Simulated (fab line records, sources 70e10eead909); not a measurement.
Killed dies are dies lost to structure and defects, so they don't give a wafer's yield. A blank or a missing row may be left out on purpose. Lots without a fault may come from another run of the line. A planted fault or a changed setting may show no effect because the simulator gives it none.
Which tool did it? | flow nand_harc | 13 lots, 37 wafers sampled, at 5 steps of a route of 1302

WHAT THE GAUGES READ, wafer by wafer
NHARC_END_SORT_01.
lot  | measured     | on        | killed_at_array | killed_at_other | killed_at_periphery | killed_dies | killed_open | killed_short
L635 | day 28 11:12 | prober-02 | 44 45           | 0 0             | 8 9                 | 52 54       | 4 3         | 4 4
L642 | day 31 22:51 | prober-02 | 53 68 76        | 0 0 0           | 6 6 6               | 59 74 82    | 4 3 3       | 3 0 4

WHICH TOOL RAN EACH LOT (tool, then ch and the chambers of the sampled wafers, then the start)
lot  | NHARC_A_STAIRCASE_ETCH_199                    | NHARC_A_STAIRCASE_DESCUM_219       | NHARC_A_STAIRCASE_ETCH_230         | NHARC_A_STAIRCASE_ETCH_236
L626 | rie_diel-03 ch 0,1,3, day 15 22:33 or earlier | rie_diel-03 ch 0,2,3, day 15 22:33 | rie_diel-03 ch 1,2,3, day 16 01:05 | rie_diel-03 ch 1,2,3, no start
L625 | rie_diel-07 ch 0,1, day 16 09:00 or earlier   | rie_diel-13 ch 0,1,3, day 16 09:00 | rie_diel-03 ch 1,2, day 16 10:21   | rie_diel-03 ch 0,1, no start
L628 | rie_diel-07 ch 1,2,3, day 16 17:10 or earlier | rie_diel-07 ch 0,2,3, day 16 17:10 | rie_diel-03 ch 0,1,2, day 16 18:28 | rie_diel-03 ch 0,2,3, no start
L629 | rie_diel-03 ch 0,1,3, day 17 19:29 or earlier | rie_diel-13 ch 0,1,2, day 17 19:29 | rie_diel-13 ch 0,2,3, day 17 20:47 | rie_diel-13 ch 1,3, no start
L634 | rie_diel-07 ch 1,3, day 20 05:33 or earlier   | rie_diel-07 ch 1,3, day 20 05:33   | rie_diel-13 ch 1,3, day 20 07:05   | rie_diel-13 ch 1,2, no start
L635 | rie_diel-07 ch 2,3, day 20 09:00 or earlier   | rie_diel-07 ch 1,3, day 20 09:00   | rie_diel-13 ch 3, day 20 10:18     | rie_diel-13 ch 0,3, day 28 11:12 or earlier
L640 | rie_diel-07 ch 0,2,3, day 22 14:56 or earlier | rie_diel-13 ch 2,3, day 22 14:56   | rie_diel-03 ch 0,1, day 22 16:18   | rie_diel-03 ch 0,1, no start
L641 | rie_diel-03 ch 0,1,2, day 22 14:46 or earlier | rie_diel-07 ch 2,3, day 22 14:46   | rie_diel-03 ch 0,1,2, day 22 16:22 | rie_diel-03 ch 0,1,3, no start
L642 | rie_diel-03 ch 1,2, day 23 13:28 or earlier   | rie_diel-03 ch 1,3, day 23 13:28   | rie_diel-07 ch 0,1,2, day 23 14:47 | rie_diel-07 ch 0,3, day 31 22:51 or earlier
L644 | rie_diel-07 ch 1,2,3, day 23 18:05 or earlier | rie_diel-07 ch 1,2,3, day 23 18:05 | rie_diel-03 ch 0,1,3, day 23 19:23 | rie_diel-03 ch 0,1,2, no start
L645 | rie_diel-07 ch 1,2,3, day 24 14:26 or earlier | rie_diel-13 ch 0,2,3, day 24 14:26 | rie_diel-13 ch 1,2, day 24 15:47   | rie_diel-13 ch 0,1,3, no start
L647 | rie_diel-03 ch 1,2,3, day 25 16:01 or earlier | rie_diel-07 ch 0,1,2, day 25 16:01 | rie_diel-07 ch 0,1,2, day 25 17:19 | rie_diel-07 ch 0,2, no start
L648 | rie_diel-07 ch 0,1,2, day 26 00:19 or earlier | rie_diel-03 ch 0,2,3, day 26 00:19 | rie_diel-07 ch 2,3, day 26 01:39   | rie_diel-07 ch 1,2, no start
- NHARC_A_STAIRCASE_ETCH_199: etches the open film in C4F8/O2, target depth 100 nm, time 40.5 s.
- NHARC_A_STAIRCASE_DESCUM_219: chemistry O2, time 3 s.
- NHARC_A_STAIRCASE_ETCH_230: etches the open film in C4F8/O2, target depth 100 nm, time 40.5 s.
- NHARC_A_STAIRCASE_ETCH_236: etches the open film in C4F8/O2, target depth 100 nm, time 40.5 s.

WHAT THE TOOLS THEMSELVES READ (means of the sampled wafers that have a number; where no wafer has one, the mark that the record gives instead)
NHARC_A_STAIRCASE_ETCH_199.
lot  | tool        | oes_product_au (a.u.) | rf_vpp_V (V) | run_length_s (s)
L626 | rie_diel-03 | 0.951                 | 893          | 61.7
L625 | rie_diel-07 | 0.956                 | 895          | 62.1
L628 | rie_diel-07 | 0.951                 | 893          | 62.0
L629 | rie_diel-03 | 0.949                 | 893          | 61.8
L634 | rie_diel-07 | 0.939                 | 894          | 62.2
L635 | rie_diel-07 | 0.946                 | 890          | 62.1
L640 | rie_diel-07 | 0.956                 | 895          | 62.2
L641 | rie_diel-03 | 0.939                 | 891          | 61.7
L642 | rie_diel-03 | 0.973                 | 894          | 61.6
L644 | rie_diel-07 | 0.942                 | 899          | 62.1
L645 | rie_diel-07 | 0.962                 | 900          | 62.1
L647 | rie_diel-03 | 0.964                 | 894          | 61.7
L648 | rie_diel-07 | 0.966                 | 893          | 62.0

NHARC_A_STAIRCASE_DESCUM_219.
lot  | tool        | drypump_motor_current_A (A) | oes_product_au (a.u.) | rf_vpp_V (V) | showerhead_plenum_p_Torr (Torr) | throttle_valve_pct (%)
L626 | rie_diel-03 | 6.2                         | 1.006                 | 58.2         | 1.87                            | 11.316
L625 | rie_diel-13 | 5.7                         | 1.004                 | 57.1         | 1.98                            | 11.311
L628 | rie_diel-07 | 5.8                         | 1.004                 | 56.8         | 1.83                            | 11.318
L629 | rie_diel-13 | 5.5                         | 0.991                 | 58.4         | 1.96                            | 11.322
L634 | rie_diel-07 | 6.2                         | 1.010                 | 57.4         | 1.88                            | 11.310
L635 | rie_diel-07 | 6.1                         | 1.000                 | 59.3         | 1.88                            | 11.311
L640 | rie_diel-13 | 5.9                         | 1.003                 | 57.4         | 1.89                            | 11.315
L641 | rie_diel-07 | 5.8                         | 1.021                 | 58.1         | 1.92                            | 11.302
L642 | rie_diel-03 | 5.7                         | 1.005                 | 57.7         | 1.90                            | 11.304
L644 | rie_diel-07 | 6.1                         | 1.005                 | 57.7         | 1.97                            | 11.305
L645 | rie_diel-13 | 5.8                         | 0.992                 | 56.8         | 1.91                            | 11.304
L647 | rie_diel-07 | 6.1                         | 1.009                 | 58.8         | 1.89                            | 11.317
L648 | rie_diel-03 | 6.2                         | 1.017                 | 57.8         | 1.84                            | 11.307

NHARC_A_STAIRCASE_ETCH_230.
lot  | tool        | oes_product_au (a.u.) | rf_vpp_V (V) | run_length_s (s)
L626 | rie_diel-03 | 0.946                 | 896          | 61.7
L625 | rie_diel-03 | 0.944                 | 895          | 61.7
L628 | rie_diel-03 | 0.978                 | 892          | 61.6
L629 | rie_diel-13 | 0.947                 | 897          | 61.9
L634 | rie_diel-13 | 0.948                 | 900          | 64.0
L635 | rie_diel-13 | 0.979                 | 898          | 64.0
L640 | rie_diel-03 | 0.935                 | 892          | 61.9
L641 | rie_diel-03 | 0.958                 | 892          | 61.7
L642 | rie_diel-07 | 0.978                 | 894          | 62.0
L644 | rie_diel-03 | 0.974                 | 892          | 61.6
L645 | rie_diel-13 | 0.939                 | 900          | 61.9
L647 | rie_diel-07 | 0.964                 | 894          | 61.9
L648 | rie_diel-07 | 0.977                 | 896          | 62.0

NHARC_A_STAIRCASE_ETCH_236.
lot  | tool        | oes_product_au (a.u.) | rf_vpp_V (V) | run_length_s (s)
L626 | rie_diel-03 | 0.929                 | 895          | 61.7
L625 | rie_diel-03 | 0.935                 | 892          | 61.9
L628 | rie_diel-03 | 0.948                 | 893          | 61.7
L629 | rie_diel-13 | 0.936                 | 902          | 62.1
L634 | rie_diel-13 | 0.943                 | 898          | 62.0
L635 | rie_diel-13 | 0.949                 | 897          | 61.7
L640 | rie_diel-03 | 0.953                 | 890          | 61.8
L641 | rie_diel-03 | 0.944                 | 893          | 61.9
L642 | rie_diel-07 | 0.963                 | 896          | 62.2
L644 | rie_diel-03 | 0.957                 | 892          | 61.7
L645 | rie_diel-13 | 0.946                 | 899          | 62.1
L647 | rie_diel-07 | 0.967                 | 892          | 62.0
L648 | rie_diel-07 | 0.951                 | 895          | 61.8

THE ANSWER, worked out from the rows above alone
Rule: what is usual is taken from the lots themselves. Put in order of their means at a reading, lots are off if they are a third of the lots or fewer, leave a main group of 4 or more, and stand apart from it by a gap of 3 or more times the standard deviation of the main group's means; of several such gaps the widest counts. A main group whose means are all the same, to the digits that the tables above print for the reading, isn't used. A lot without any number at a reading at which 4 lots or more have one is off too. The other lots that the step has rows for count as sound. The gauges are gone through in route order, then the tools' own readings, and for those a lot's mean is taken as printed above. The first step at which some lot is off is used, and at that step the reading that is off furthest; a lot without a number counts as furthest.
Off: L634, L635, at NHARC_A_STAIRCASE_ETCH_230 (run_length_s). The main group: mean 61.8 s, standard deviation 0.14.
A tool fits if, at that step or a process step before it, it ran every lot that is off, and no sound lot after the first of them. NHARC_A_STAIRCASE_ETCH_199 gives no start for some lots, so the hours and the order of its lots are those of NHARC_A_STAIRCASE_DESCUM_219. None of those tried fits.

WHAT THE SIMULATOR HAD PUT IN
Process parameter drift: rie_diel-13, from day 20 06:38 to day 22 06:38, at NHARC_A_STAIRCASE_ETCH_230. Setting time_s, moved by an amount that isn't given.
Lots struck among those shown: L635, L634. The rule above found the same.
